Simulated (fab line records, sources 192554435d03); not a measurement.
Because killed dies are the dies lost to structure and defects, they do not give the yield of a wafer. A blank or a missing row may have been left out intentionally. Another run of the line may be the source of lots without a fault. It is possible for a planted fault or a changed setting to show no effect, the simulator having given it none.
Chamber matching :: flow n5-finfet :: 4 sister chambers for N5_MOL_CONTACT_COAG_ETCH_67 on rie-diel-02
The step etches SOC in N2/H2, target depth 60 nm, overetch 21 nm, time 101.2 s. 4 wafers are shown with their chamber, then 8 later ones without.

## EACH WAFER AND ITS CHAMBER
wafer: L081.5
chamber: 1
showerhead-plenum-p-Torr (Torr): 2.58

wafer: L087.2
chamber: 2
showerhead-plenum-p-Torr (Torr): 2.49

wafer: L088.6
chamber: 3
showerhead-plenum-p-Torr (Torr): 2.52

wafer: L091.1
chamber: 0
showerhead-plenum-p-Torr (Torr): 2.71

## WAFERS MISSING THEIR CHAMBER
wafer: L091.2
showerhead-plenum-p-Torr (Torr): 2.49

wafer: L091.3
showerhead-plenum-p-Torr (Torr): 2.52

wafer: L094.4
showerhead-plenum-p-Torr (Torr): 2.70

wafer: L094.5
showerhead-plenum-p-Torr (Torr): 2.48

wafer: L094.6
showerhead-plenum-p-Torr (Torr): 2.52

wafer: L095.1
showerhead-plenum-p-Torr (Torr): 2.52

wafer: L095.4
showerhead-plenum-p-Torr (Torr): 2.70

wafer: L095.5
showerhead-plenum-p-Torr (Torr): 2.52

## EACH ONE'S CHAMBER
wafer: L091.2
from the rows above: 2
in truth: 2

wafer: L091.3
from the rows above: 3
in truth: 3

wafer: L094.4
from the rows above: 0
in truth: 0

wafer: L094.5
from the rows above: 2
in truth: 2

wafer: L094.6
from the rows above: 3
in truth: 3

wafer: L095.1
from the rows above: 3
in truth: 3

wafer: L095.4
from the rows above: 0
in truth: 0

wafer: L095.5
from the rows above: 3
in truth: 3
8 of 8 placed correctly. Not placeable from these rows: 0. Number placed wrongly: 0.
How it was worked out, from the rows above alone: a wafer's distance from a chamber is the root of the sum, over the readings, of the square of ((its reading less the chamber's mean) divided by the reading's scatter). The wafer belongs to the nearest chamber; if the next one is less than 2 further off, it can't be placed. For every chamber, the mean is computed from those of its wafers that are shown. The scatter (one wafer shown for each chamber): square how far every hidden wafer sits from the nearest shown wafer, average those squares and take the square root.
